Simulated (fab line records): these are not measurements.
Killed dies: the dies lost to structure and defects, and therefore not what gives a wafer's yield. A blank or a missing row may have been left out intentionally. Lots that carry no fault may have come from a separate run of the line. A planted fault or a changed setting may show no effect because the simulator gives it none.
fab line records	flow n5_finfet
record: lots: 24	wafers: 72	last_day: 20
route steps=1938 shown BEOL_M2@882 BEOL_M3@946
lots with no fault: from the same line, run without faults
start_h: start of the lot's first displayed wafer, in hours after the record's first day	wait_h: hours from the lot's prior step to this one	" unchanged from the row above	L1.1+2: a single row standing in for several wafers	- either no value or no given start	* or withheld: withheld	< > ~ a bound
route shown NAME@n: NAME is a module with steps in the file, n the number in the route of the first one	usual: average and standard deviation across the fault-free wafers	same: alike in all rows	chamber/n: place in a boat	sites: per-site readings	_std_site: their standard deviation	_edge_site: outer sites' mean less inner sites'	radius_mm: how far each site lies from the wafer's centre	mask NAME#n: copy n	behind: tool/chamber where the wafer was last shaped	hold: the reason the lot was held/the length of the hold in hours/how it ended	device: names the non-switching transistor (n, p or np)	end of line: the route-end tests of the same wafers	step lacking rows: just its recipe	killed: count of dies lost to structure and defects at first sort (not the wafer's yield)	map: per-die view of a wafer (x killed, . not killed, _ where there is no die)
set.NAME: the setting the step ran with; set.NAME@STEP: the setting that earlier step ran with	model.NAME: the simulator's own value behind a step, which no gauge read
the route's steps for a sample of lots (tables are steps, rows are wafers)
services: a tool's chamber out of use, with start hour (start_h, from the record's first day; less than 0 if before it), hours out, and reason
== steps ==
step: N5_BEOL_M2_ALD_98
recipe: material: SiO2	target_thk_a: 25	temp_c: 100	ald_precursor_family: BDEAS	ald_co_reactant: O2-plasma	pulse_time_s: 1	co_reactant_pulse_time_s: 1	purge_time_s: 2	co_reactant_purge_time_s: 2	ald_cycles: 17	pressure_torr: 2
usual: heater_power_outer_w: 39/5.8	heater_power_w: 77/9.8	precursor_pulse_height_rel: 0.997/0.018
same: co_reactant_pulse_time_s: 1	co_reactant_purge_time_s: 2
lot.wafer	tool	chamber	start_h	wait_h	heater_power_outer_w	heater_power_w	precursor_pulse_height_rel
L074.2	ald_sin-03	2	135.30	0.1	51	96	1.009
L074.5	"	1	"	"	37	78	0.975
L074.6	"	0	"	"	41	75	1.022
L075.2	ald_sin-02	2	146.15	0.2	36	71	0.998
L075.3	"	0	"	"	39	72	1.000
L075.4	"	1	"	"	37	78	1.001
L076.1	ald_sin-02	0	168.30	0.1	38	75	0.996
L076.2	"	3	"	"	38	76	1.011
L076.4	"	2	"	"	36	70	0.979
L077.1	ald_sin-02	1	168.72	0.1	38	79	0.976
L077.2	"	3	"	"	37	76	0.965
L077.5	"	2	"	"	36	72	1.011
L078.1	ald_sin-02	3	168.97	0.1	39	74	1.016
L078.3	"	1	"	"	38	77	1.044
L078.5	"	0	"	"	39	72	0.968
L079.3	ald_sin-03	3	213.54	0.1	33	66	0.983
L079.5	"	3	"	"	33	64	1.010
L079.6	"	2	"	"	53	99	0.998
L080.3	ald_sin-02	0	213.95	0.1	37	72	1.027
L080.5	"	2	"	"	34	66	0.987
L080.6	"	1	"	"	38	79	1.000
L081.1	ald_sin-03	1	213.98	0.1	39	78	1.004
L081.3	"	3	"	"	33	66	1.012
L081.6	"	2	"	"	53	99	0.990
L082.1	ald_sin-02	1	227.46	0.1	38	76	1.009
L082.3	"	0	"	"	38	71	0.979
L082.4	"	2	"	"	34	67	0.981
L083.1	ald_sin-03	0	233.43	0.3	40	75	0.976
L083.4	"	3	"	"	34	66	0.992
L083.6	"	1	"	"	38	79	0.993
L084.1	ald_sin-03	0	235.79	1.7	41	74	0.997
L084.2	"	1	"	"	38	79	0.988
L084.4	"	0	"	"	40	73	0.984
L085.2	ald_sin-03	3	247.20	0.1	33	65	0.995
L085.3	"	1	"	"	38	79	0.996
L085.6	"	0	"	"	41	74	0.971
L086.1	ald_sin-04	3	249.85	0.3	47	89	0.992
L086.4	"	1	"	"	41	83	1.030
L086.6	"	3	"	"	48	89	1.011
L088.2	ald_sin-04	3	254.49	0.1	49	90	0.982
L088.4	"	1	"	"	41	84	0.987
L088.5	"	0	"	"	33	66	0.988
L087.2	ald_sin-02	3	254.98	0.4	39	75	0.966
L087.3	"	2	"	"	35	67	1.011
L087.5	"	0	"	"	37	71	0.973
L089.2	ald_sin-03	2	283.11	0.4	51	99	0.984
L089.4	"	1	"	"	38	77	0.978
L089.5	"	3	"	"	33	65	1.007
L090.1	ald_sin-04	0	285.63	0.1	33	65	1.017
L090.4	"	1	"	"	38	77	0.993
L090.5	"	0	"	"	33	66	1.001
L092.1	ald_sin-02	3	286.73	0.8	38	75	1.011
L092.2	"	1	"	"	39	80	0.995
L092.5	"	0	"	"	38	73	0.989
L091.1	ald_sin-03	1	289.18	0.6	37	80	0.999
L091.4	"	0	"	"	40	75	0.997
L091.6	"	1	"	"	37	78	1.012
L093.1	ald_sin-04	3	292.20	0.6	48	91	0.970
L093.3	"	1	"	"	38	77	0.991
L093.5	"	0	"	"	33	65	0.987
L096.1	ald_sin-03	0	318.19	0.1	41	75	0.981
L096.2	"	1	"	"	38	79	0.941
L096.3	"	3	"	"	34	66	0.987
L095.1	ald_sin-03	1	318.77	0.1	39	79	1.000
L095.2	"	0	"	"	41	76	0.979
L095.4	"	3	"	"	33	67	0.997
L094.1	ald_sin-04	0	318.86	0.1	32	65	1.013
L094.4	"	2	"	"	46	89	0.994
L094.5	"	0	"	"	33	63	0.987
L097.4	ald_sin-03	3	320.19	0.0	33	66	0.967
L097.5	"	2	"	"	53	98	1.004
L097.6	"	3	"	"	33	66	1.011
step: N5_BEOL_M2_STRIP_36
recipe: chemistry: N2/H2	power_w: 450	temp_c: 40	pressure_mtorr: 20	rf_frequency_hz: 6e+07	overash_fraction: 0.3	bias_power_w: 7	h2_frac: 0.5	n2_flow_sccm: 200	h2_flow_sccm: 200
usual: drypump_motor_current_A: 5.8/0.35	h2_flow_sccm: 199.9/0.67	n2_flow_sccm: 199.9/0.59	oes_product_au: 0.78/0.054	power_w: 450.0/1.2	rf_vpp_V: 59.3/1.4	showerhead_plenum_p_Torr: 2.56/0.066	throttle_valve_pct: 23.73/0.24
lot.wafer	tool	chamber	start_h	wait_h	drypump_motor_current_A	h2_flow_sccm	n2_flow_sccm	oes_product_au	power_w	rf_hours_counter_h	rf_vpp_V	showerhead_plenum_p_Torr	throttle_valve_pct
L074.2	rie_diel-01	3	137.27	0.0	5.6	200.7	199.8	0.78	450.5	125	55.9	2.55	23.77
L074.5	"	0	"	"	5.8	201.1	200.6	0.87	451.1	-	60.9	2.68	23.81
L074.6	"	1	"	"	5.7	199.9	199.7	0.84	449.7	-	60.3	2.57	23.59
L075.2	rie_diel-06	2	148.93	0.0	5.1	200.3	200.2	0.75	451.1	167	59.5	2.64	23.63
L075.3	"	1	"	"	5.7	199.6	200.5	0.85	448.9	60	57.2	2.57	23.66
L075.4	"	0	"	"	6.0	201.0	200.0	0.76	448.8	178	59.3	2.52	23.93
L076.1	rie_diel-04	2	170.99	0.0	5.5	199.9	198.5	0.72	449.6	199	59.3	2.62	24.28
L076.2	"	0	"	"	6.4	199.5	199.3	0.94	448.9	10	58.4	2.71	23.47
L076.4	"	1	"	"	5.3	200.2	200.4	0.82	449.0	90	60.8	2.56	23.11
L077.1	rie_diel-06	2	170.99	0.0	5.1	201.0	200.2	0.74	451.0	173	58.4	2.64	23.67
L077.2	"	0	"	"	5.9	199.4	200.4	0.75	452.3	184	59.1	2.52	23.98
L077.5	"	0	"	"	5.9	200.2	200.4	0.73	452.1	-	60.8	2.52	23.96
L078.1	rie_diel-01	2	178.47	0.0	6.2	199.2	199.7	0.87	451.3	64	57.1	2.47	23.75
L078.3	"	0	"	"	5.8	199.6	201.3	0.85	450.0	69	58.5	2.68	23.80
L078.5	"	2	"	"	6.2	198.9	200.3	0.86	451.5	-	60.0	2.47	23.70
L079.3	rie_diel-04	3	215.84	0.0	6.5	201.0	199.9	0.75	451.8	191	60.4	2.63	23.23
L079.5	"	2	"	"	5.4	200.1	200.0	0.70	449.5	-	60.8	2.62	24.29
L079.6	"	1	"	"	5.3	200.7	199.5	0.79	451.4	-	59.5	2.55	23.11
L080.3	rie_diel-06	2	224.57	0.0	5.1	199.2	200.0	0.72	450.1	182	60.1	2.64	23.69
L080.5	"	3	"	"	5.9	200.1	200.4	0.77	450.2	-	58.6	2.53	23.63
L080.6	"	0	"	"	6.0	199.2	199.7	0.74	447.1	-	61.3	2.51	23.94
L081.1	rie_diel-01	2	224.61	0.0	6.3	199.5	200.7	0.85	449.3	72	56.1	2.47	23.71
L081.3	"	1	"	"	5.8	200.9	200.1	0.81	449.6	94	61.4	2.56	23.62
L081.6	"	2	"	"	6.2	199.5	200.1	0.84	449.8	-	58.2	2.47	23.74
L082.1	rie_diel-01	1	228.03	0.0	5.7	200.9	200.0	0.83	447.9	95	61.1	2.56	23.60
L082.3	"	3	"	"	5.6	200.0	200.9	0.76	451.8	145	57.5	2.54	23.78
L082.4	"	0	"	"	5.7	200.3	200.1	0.85	450.4	79	56.9	2.68	23.87
L083.1	rie_diel-06	3	238.93	0.0	5.8	199.3	200.5	0.75	449.8	155	57.4	2.53	23.66
L083.4	"	0	"	"	5.9	200.3	200.8	0.73	449.7	196	58.4	2.51	23.94
L083.6	"	0	"	"	6.0	201.0	200.8	0.72	448.4	-	58.1	2.51	23.94
L084.1	rie_diel-06	0	241.04	0.0	6.0	199.8	200.1	0.73	450.4	197	59.8	2.51	24.00
L084.2	"	3	"	"	5.9	199.3	199.4	0.75	450.3	155	59.6	2.53	23.65
L084.4	"	2	"	"	5.1	200.2	199.0	0.72	450.2	186	62.6	2.63	23.68
L085.2	rie_diel-01	2	255.48	0.0	6.2	200.2	200.5	0.84	449.0	82	59.5	2.46	23.73
L085.3	"	3	"	"	5.6	199.4	199.7	0.76	447.3	154	60.7	2.53	23.81
L085.6	"	0	"	"	5.7	200.8	199.6	0.83	448.7	-	61.1	2.67	23.84
L086.1	rie_diel-04	2	255.57	0.0	5.5	200.0	200.7	0.70	448.9	220	60.0	2.61	24.32
L086.4	"	0	"	"	6.4	200.4	200.3	0.89	450.3	30	59.6	2.71	23.48
L086.6	"	2	"	"	5.4	199.8	200.8	0.70	449.5	-	57.6	2.61	24.33
L088.2	rie_diel-06	1	255.63	0.0	5.7	200.2	198.8	0.81	449.9	82	59.3	2.56	23.71
L088.4	"	0	"	"	6.0	199.0	199.6	0.73	448.0	202	57.6	2.51	23.98
L088.5	"	1	"	"	5.7	200.2	199.5	0.81	451.2	-	60.4	2.56	23.71
L087.2	rie_diel-06	3	256.03	0.0	5.9	199.2	200.0	0.73	449.3	160	60.6	2.53	23.65
L087.3	"	0	"	"	6.0	201.2	200.5	0.72	448.5	202	60.1	2.51	23.97
L087.5	"	0	"	"	5.9	199.9	199.7	0.71	450.0	-	60.2	2.51	23.98
L089.2	rie_diel-01	1	283.63	0.0	5.8	199.5	200.8	0.80	451.4	114	60.7	2.56	23.62
L089.4	"	3	"	"	5.6	199.8	199.9	0.74	450.7	165	57.5	2.53	23.81
L089.5	"	0	"	"	5.7	199.0	200.8	0.82	449.7	-	60.1	2.67	23.86
L090.1	rie_diel-01	0	286.42	0.0	5.7	199.7	200.0	0.81	450.9	98	59.0	2.67	23.83
L090.4	"	2	"	"	6.3	200.1	198.9	0.82	449.7	94	58.7	2.46	23.74
L090.5	"	2	"	"	6.2	200.5	199.4	0.81	449.4	-	60.2	2.46	23.76
L092.1	rie_diel-06	3	290.04	0.0	5.9	199.0	199.7	0.73	450.9	174	58.8	2.52	23.66
L092.2	"	1	"	"	5.7	199.4	199.2	0.79	451.8	99	58.6	2.56	23.71
L092.5	"	0	"	"	5.9	199.3	199.2	0.71	447.5	-	58.8	2.50	24.02
L091.1	rie_diel-04	3	290.09	0.0	6.5	199.9	198.7	0.73	451.2	208	57.7	2.62	23.24
L091.4	"	0	"	"	6.4	199.9	200.3	0.86	449.6	50	59.5	2.70	23.54
L091.6	"	1	"	"	5.3	199.4	200.0	0.78	451.4	-	58.6	2.54	23.15
L093.1	rie_diel-01	0	292.54	0.0	5.7	199.4	200.8	0.82	450.2	101	57.7	2.67	23.85
L093.3	"	3	"	"	5.6	200.3	200.6	0.74	448.7	169	59.4	2.53	23.80
L093.5	"	3	"	"	5.5	201.0	199.6	0.73	449.6	-	59.6	2.53	23.80
L096.1	rie_diel-01	3	322.82	0.0	5.6	200.8	199.7	0.73	449.1	184	57.9	2.52	23.84
L096.2	"	1	"	"	5.8	199.8	199.1	0.76	450.5	131	58.4	2.55	23.65
L096.3	"	2	"	"	6.2	199.4	200.5	0.80	449.4	112	58.8	2.45	23.78
L095.1	rie_diel-06	2	322.85	0.0	5.1	199.1	199.7	0.70	448.9	219	57.7	2.62	23.74
L095.2	"	3	"	"	5.9	200.2	200.0	0.73	450.4	187	57.4	2.52	23.69
L095.4	"	0	"	"	6.0	200.7	200.0	0.70	448.5	229	60.0	2.50	24.00
L094.1	rie_diel-01	3	326.26	0.0	5.6	199.9	199.6	0.72	451.4	185	60.2	2.52	23.83
L094.4	"	3	"	"	5.6	199.5	199.7	0.72	450.0	-	58.2	2.52	23.84
L094.5	"	3	"	"	5.6	199.1	199.7	0.73	449.2	-	59.9	2.52	23.82
L097.4	rie_diel-06	0	326.37	0.0	6.0	199.2	198.6	0.71	446.9	231	58.3	2.50	24.00
L097.5	"	0	"	"	6.0	198.5	199.3	0.70	449.3	-	61.4	2.50	24.03
L097.6	"	3	"	"	5.9	200.0	199.4	0.72	448.4	-	58.3	2.51	23.70
step: N5_BEOL_M2_CD_MEAS_35
recipe: target_cd_nm: 18	target_cd_y_nm: 22.2	polarity: opening
usual: cd_nm: 17.98/0.27
lot.wafer	tool	chamber	start_h	wait_h	cd_nm
L074.2	cd_sem-01	-	137.61	0.0	17.63
L074.5	"	-	"	"	18.83
L074.6	"	-	"	"	18.06
L075.2	cd_sem-01	-	149.28	0.0	18.06
L075.3	"	-	"	"	17.79
L075.4	"	-	"	"	17.86
L076.1	cd_sem-02	-	171.33	0.0	17.67
L076.2	"	-	"	"	18.10
L076.4	"	-	"	"	18.22
L077.1	cd_sem-01	-	171.34	0.0	18.27
L077.2	"	-	"	"	18.02
L077.5	"	-	"	"	17.86
L078.1	cd_sem-03	-	178.83	0.0	18.04
L078.3	"	-	"	"	17.68
L078.5	"	-	"	"	18.08
L079.3	cd_sem-02	-	216.19	0.0	18.59
L079.5	"	-	"	"	18.44
L079.6	"	-	"	"	18.57
L080.3	cd_sem-03	-	224.92	0.0	17.95
L080.5	"	-	"	"	18.08
L080.6	"	-	"	"	17.94
L081.1	cd_sem-02	-	224.95	0.0	17.73
L081.3	"	-	"	"	18.12
L081.6	"	-	"	"	17.68
L082.1	cd_sem-02	-	228.38	0.0	17.74
L082.3	"	-	"	"	18.08
L082.4	"	-	"	"	18.26
L083.1	cd_sem-02	-	239.27	0.0	17.68
L083.4	"	-	"	"	17.61
L083.6	"	-	"	"	17.86
L084.1	cd_sem-01	-	241.39	0.0	17.78
L084.2	"	-	"	"	17.77
L084.4	"	-	"	"	18.06
L085.2	cd_sem-03	-	255.92	0.0	17.91
L085.3	"	-	"	"	17.99
L085.6	"	-	"	"	17.52
L086.1	cd_sem-03	-	255.93	0.0	18.41
L086.4	"	-	"	"	18.54
L086.6	"	-	"	"	18.07
L088.2	cd_sem-03	-	256.12	0.0	17.98
L088.4	"	-	"	"	17.65
L088.5	"	-	"	"	18.24
L087.2	cd_sem-02	-	256.48	0.0	17.79
L087.3	"	-	"	"	18.07
L087.5	"	-	"	"	17.89
L089.2	cd_sem-01	-	283.98	0.0	18.15
L089.4	"	-	"	"	17.91
L089.5	"	-	"	"	17.72
L090.1	cd_sem-02	-	286.79	0.0	18.06
L090.4	"	-	"	"	17.84
L090.5	"	-	"	"	18.13
L092.1	cd_sem-02	-	290.38	0.0	17.94
L092.2	"	-	"	"	18.07
L092.5	"	-	"	"	17.72
L091.1	cd_sem-02	-	290.44	0.0	18.43
L091.4	"	-	"	"	18.39
L091.6	"	-	"	"	17.89
L093.1	cd_sem-02	-	292.89	0.0	17.85
L093.3	"	-	"	"	17.95
L093.5	"	-	"	"	17.99
L096.1	cd_sem-03	-	323.18	0.0	17.66
L096.2	"	-	"	"	18.49
L096.3	"	-	"	"	17.56
L095.1	cd_sem-03	-	323.21	0.0	18.27
L095.2	"	-	"	"	17.73
L095.4	"	-	"	"	18.24
L094.1	cd_sem-01	-	326.70	0.0	17.91
L094.4	"	-	"	"	18.04
L094.5	"	-	"	"	18.01
L097.4	cd_sem-02	-	326.73	0.0	17.74
L097.5	"	-	"	"	18.00
L097.6	"	-	"	"	17.91
step: N5_BEOL_M2_ALD_84
recipe: material: TaN	target_thk_a: *	temp_c: 275	ald_precursor_family: PDMAT	ald_co_reactant: NH3	pressure_torr: 3	carrier_flow_sccm: 1500	pulse_time_s: 2	purge_time_s: 3	co_reactant_purge_time_s: 2	co_reactant_pulse_time_s: 3	ald_cycles: 30	precursor_vessel_temp_c: 75	precursor_vessel_pressure_torr: 26.25	precursor_vessel_carrier_sccm: 1000
usual: heater_power_outer_w: 225/28	heater_power_w: 421/50	precursor_vessel_temp_c: 74.99/0.13
same: co_reactant_pulse_time_s: 3	co_reactant_purge_time_s: 2
lot.wafer	tool	chamber	start_h	wait_h	heater_power_outer_w	heater_power_w	precursor_vessel_temp_c
L074.2	ald_metal-04	1	138.36	0.1	245	436	75.16
L074.5	"	3	"	"	231	430	75.17
L074.6	"	0	"	"	194	367	74.86
L075.2	ald_metal-01	3	149.51	0.0	207	359	74.88
L075.3	"	1	"	"	229	424	75.30
L075.4	"	0	"	"	188	360	74.97
L076.1	ald_metal-01	2	171.48	0.0	235	467	75.10
L076.2	"	1	"	"	232	428	75.21
L076.4	"	0	"	"	192	354	74.91
L077.1	ald_metal-01	1	171.68	0.2	226	434	75.04
L077.2	"	0	"	"	189	359	75.01
L077.5	"	3	"	"	210	356	74.85
L078.1	ald_metal-02	1	179.67	0.1	279	491	74.95
L078.3	"	3	"	"	233	428	75.26
L078.5	"	3	"	"	228	423	74.97
L079.3	ald_metal-02	0	216.33	0.0	221	447	75.03
L079.5	"	3	"	"	227	425	74.81
L079.6	"	2	"	"	287	531	75.01
L080.3	ald_metal-02	1	225.23	0.1	279	489	74.91
L080.5	"	1	"	"	271	491	74.83
L080.6	"	0	"	"	219	428	75.21
L081.1	ald_metal-04	0	225.24	0.1	198	368	75.07
L081.3	"	2	"	"	194	378	74.92
L081.6	"	3	"	"	232	426	75.06
L082.1	ald_metal-01	3	229.15	0.1	203	349	75.06
L082.3	"	2	"	"	238	458	74.85
L082.4	"	1	"	"	231	432	74.77
L083.1	ald_metal-02	2	239.83	0.1	280	529	75.05
L083.4	"	1	"	"	270	482	74.85
L083.6	"	3	"	"	238	427	75.17
L084.1	ald_metal-04	3	241.95	0.0	227	434	74.99
L084.2	"	0	"	"	191	362	75.18
L084.4	"	1	"	"	237	461	74.92
L085.2	ald_metal-01	3	256.37	0.0	206	362	74.81
L085.3	"	0	"	"	189	360	75.12
L085.6	"	3	"	"	203	356	75.05
L086.1	ald_metal-04	3	256.40	0.0	227	426	74.97
L086.4	"	0	"	"	201	373	75.07
L086.6	"	0	"	"	194	377	75.07
L088.2	ald_metal-02	3	256.55	0.1	231	421	75.02
L088.4	"	2	"	"	287	515	75.08
L088.5	"	3	"	"	231	425	74.93
L087.2	ald_metal-01	2	256.62	0.0	239	463	74.90
L087.3	"	1	"	"	230	426	74.90
L087.5	"	3	"	"	208	366	74.96
L089.2	ald_metal-01	0	284.15	0.1	185	364	74.96
L089.4	"	1	"	"	229	434	75.01
L089.5	"	0	"	"	186	353	75.07
L090.1	ald_metal-04	0	287.29	0.0	196	377	74.73
L090.4	"	3	"	"	230	421	75.28
L090.5	"	3	"	"	225	429	75.04
L092.1	ald_metal-04	0	290.87	0.0	196	365	75.08
L092.2	"	3	"	"	229	426	75.03
L092.5	"	2	"	"	193	368	74.94
L091.1	ald_metal-02	3	290.95	0.0	228	432	74.99
L091.4	"	0	"	"	218	441	74.70
L091.6	"	1	"	"	271	489	74.91
L093.1	ald_metal-04	0	293.49	0.0	201	377	75.01
L093.3	"	2	"	"	188	368	75.07
L093.5	"	3	"	"	233	440	74.88
L096.1	ald_metal-01	0	323.62	0.1	190	363	74.91
L096.2	"	2	"	"	229	450	75.36
L096.3	"	3	"	"	200	350	74.94
L095.1	ald_metal-02	0	323.71	0.0	221	428	75.03
L095.2	"	1	"	"	278	498	75.00
L095.4	"	0	"	"	223	443	75.06
L094.1	ald_metal-04	1	327.11	0.0	238	447	74.98
L094.4	"	2	"	"	193	374	74.81
L094.5	"	1	"	"	243	442	74.92
L097.4	ald_metal-02	0	327.33	0.2	219	425	74.96
L097.5	"	3	"	"	225	424	74.92
L097.6	"	1	"	"	274	503	75.07
step: N5_BEOL_M2_ANNEAL_80
recipe: temp_c: 400	time_s: 240	ambient: vacuum
usual: heater_power_w: 845/91
lot.wafer	tool	chamber	start_h	wait_h	heater_power_w
L074.2	pvd_sputter-03	-	139.51	0.0	761
L074.5	"	-	"	"	830
L074.6	"	-	"	"	711
L075.2	pvd_sputter-02	-	150.71	0.0	966
L075.3	"	-	"	"	875
L075.4	"	-	"	"	800
L076.1	pvd_sputter-02	-	172.22	0.0	945
L076.2	"	-	"	"	952
L076.4	"	-	"	"	912
L077.1	pvd_sputter-03	-	172.43	0.0	814
L077.2	"	-	"	"	730
L077.5	"	-	"	"	707
L078.1	pvd_sputter-02	-	180.77	0.0	952
L078.3	"	-	"	"	803
L078.5	"	-	"	"	796
L079.3	pvd_sputter-02	-	217.08	0.0	886
L079.5	"	-	"	"	817
L079.6	"	-	"	"	917
L080.3	pvd_sputter-03	-	226.12	0.0	712
L080.5	"	-	"	"	746
L080.6	"	-	"	"	729
L081.1	pvd_sputter-03	-	227.96	0.0	819
L081.3	"	-	"	"	755
L081.6	"	-	"	"	838
L082.1	pvd_sputter-02	-	229.97	0.0	890
L082.3	"	-	"	"	937
L082.4	"	-	"	"	802
L083.1	pvd_sputter-02	-	241.38	0.0	895
L083.4	"	-	"	"	797
L083.6	"	-	"	"	924
L084.1	pvd_sputter-03	-	242.77	0.0	741
L084.2	"	-	"	"	705
L084.4	"	-	"	"	744
L085.2	pvd_sputter-03	-	257.12	0.0	834
L085.3	"	-	"	"	739
L085.6	"	-	"	"	706
L086.1	pvd_sputter-01	-	257.29	0.0	889
L086.4	"	-	"	"	884
L086.6	"	-	"	"	997
L087.2	pvd_sputter-03	-	258.96	0.0	857
L087.3	"	-	"	"	720
L087.5	"	-	"	"	759
L088.2	pvd_sputter-01	-	259.13	0.0	885
L088.4	"	-	"	"	878
L088.5	"	-	"	"	1017
L089.2	pvd_sputter-02	-	285.19	0.0	954
L089.4	"	-	"	"	799
L089.5	"	-	"	"	909
L090.1	pvd_sputter-02	-	289.35	0.0	916
L090.4	"	-	"	"	897
L090.5	"	-	"	"	902
L092.1	pvd_sputter-01	-	292.78	0.0	878
L092.2	"	-	"	"	873
L092.5	"	-	"	"	886
L091.1	pvd_sputter-03	-	292.91	0.0	744
L091.4	"	-	"	"	836
L091.6	"	-	"	"	839
L093.1	pvd_sputter-01	-	294.74	0.0	872
L093.3	"	-	"	"	859
L093.5	"	-	"	"	1007
L096.1	pvd_sputter-03	-	324.72	0.0	730
L096.2	"	-	"	"	775
L096.3	"	-	"	"	830
L095.1	pvd_sputter-02	-	324.83	0.0	879
L095.2	"	-	"	"	955
L095.4	"	-	"	"	925
L094.1	pvd_sputter-02	-	328.01	0.0	924
L094.4	"	-	"	"	878
L094.5	"	-	"	"	931
L097.4	pvd_sputter-03	-	328.29	0.0	725
L097.5	"	-	"	"	758
L097.6	"	-	"	"	828
step: N5_BEOL_M3_INSPECT_13
recipe: mode: adi	inspect_instrument: brightfield
usual: raw_defect_count: 405/91
lot.wafer	tool	chamber	start_h	wait_h	raw_defect_count
L074.2	defect_inspect-02	-	144.59	0.0	394
L074.5	"	-	"	"	400
L074.6	"	-	"	"	390
L075.2	defect_inspect-02	-	167.01	0.0	570
L075.3	"	-	"	"	430
L075.4	"	-	"	"	386
L076.1	defect_inspect-01	-	211.28	0.1	355
L076.2	"	-	"	"	377
L076.4	"	-	"	"	309
L077.1	defect_inspect-02	-	211.71	0.1	417
L077.2	"	-	"	"	290
L077.5	"	-	"	"	441
L078.1	defect_inspect-01	-	211.94	0.1	323
L078.3	"	-	"	"	290
L078.5	"	-	"	"	349
L079.3	defect_inspect-01	-	222.32	0.0	395
L079.5	"	-	"	"	385
L079.6	"	-	"	"	406
L080.3	defect_inspect-02	-	229.89	0.0	504
L080.5	"	-	"	"	370
L080.6	"	-	"	"	301
L081.1	defect_inspect-01	-	231.99	0.1	401
L081.3	"	-	"	"	322
L081.6	"	-	"	"	274
L082.1	defect_inspect-01	-	233.21	0.1	381
L082.3	"	-	"	"	439
L082.4	"	-	"	"	334
L083.1	defect_inspect-01	-	245.15	0.1	587
L083.4	"	-	"	"	390
L083.6	"	-	"	"	602
L084.1	defect_inspect-01	-	247.35	0.1	340
L084.2	"	-	"	"	414
L084.4	"	-	"	"	448
L085.2	defect_inspect-01	-	261.57	0.0	385
L085.3	"	-	"	"	416
L085.6	"	-	"	"	476
L086.1	defect_inspect-01	-	261.66	0.1	317
L086.4	"	-	"	"	398
L086.6	"	-	"	"	335
L087.2	defect_inspect-01	-	262.88	0.0	415
L087.3	"	-	"	"	474
L087.5	"	-	"	"	348
L088.2	defect_inspect-01	-	263.06	0.0	327
L088.4	"	-	"	"	398
L088.5	"	-	"	"	322
L089.2	defect_inspect-01	-	290.71	0.0	442
L089.4	"	-	"	"	412
L089.5	"	-	"	"	487
L090.1	defect_inspect-01	-	294.93	0.1	452
L090.4	"	-	"	"	670
L090.5	"	-	"	"	659
L092.1	defect_inspect-01	-	297.49	0.1	314
L092.2	"	-	"	"	419
L092.5	"	-	"	"	379
L091.1	defect_inspect-02	-	297.53	0.1	459
L091.4	"	-	"	"	443
L091.6	"	-	"	"	396
L093.1	defect_inspect-02	-	303.02	0.1	352
L093.3	"	-	"	"	317
L093.5	"	-	"	"	377
L096.1	defect_inspect-01	-	327.93	0.1	462
L096.2	"	-	"	"	453
L096.3	"	-	"	"	391
L095.1	defect_inspect-01	-	328.04	0.1	372
L095.2	"	-	"	"	323
L095.4	"	-	"	"	384
L094.1	defect_inspect-02	-	331.34	0.1	315
L094.4	"	-	"	"	348
L094.5	"	-	"	"	353
L097.4	defect_inspect-02	-	332.36	0.0	737
L097.5	"	-	"	"	414
L097.6	"	-	"	"	384
== services ==
tool	chamber	start_h	hours	kind
ald_sin-02	3	111.52	6.2	repair
rie_diel-06	-	152.62	0.9	repair
ald_metal-01	-	161.02	0.6	repair
rie_diel-01	0	161.28	4.4	repair
ald_sin-02	-	165.33	2.0	repair
ald_metal-02	-	170.32	2.8	pm
ald_sin-02	-	176.75	14.0	pm
rie_diel-01	1	187.71	6.8	repair
pvd_sputter-03	-	188.94	5.9	repair
ald_sin-03	2	192.27	10.3	repair
ald_sin-03	0	200.89	22.9	repair
pvd_sputter-02	-	202.44	2.8	repair
pvd_sputter-03	-	211.08	3.7	repair
rie_diel-06	1	214.42	9.5	repair
ald_metal-04	2	218.00	4.3	repair
ald_sin-03	2	222.71	13.7	repair
rie_diel-01	-	234.77	2.8	pm
ald_sin-03	-	238.71	0.5	repair
rie_diel-06	3	258.10	3.1	repair
ald_sin-03	-	277.58	0.6	repair
rie_diel-06	1	301.28	8.3	repair
rie_diel-06	-	310.71	2.8	pm
rie_diel-01	0	311.39	14.6	repair
rie_diel-01	1	323.83	2.3	repair
== key ==
fault none
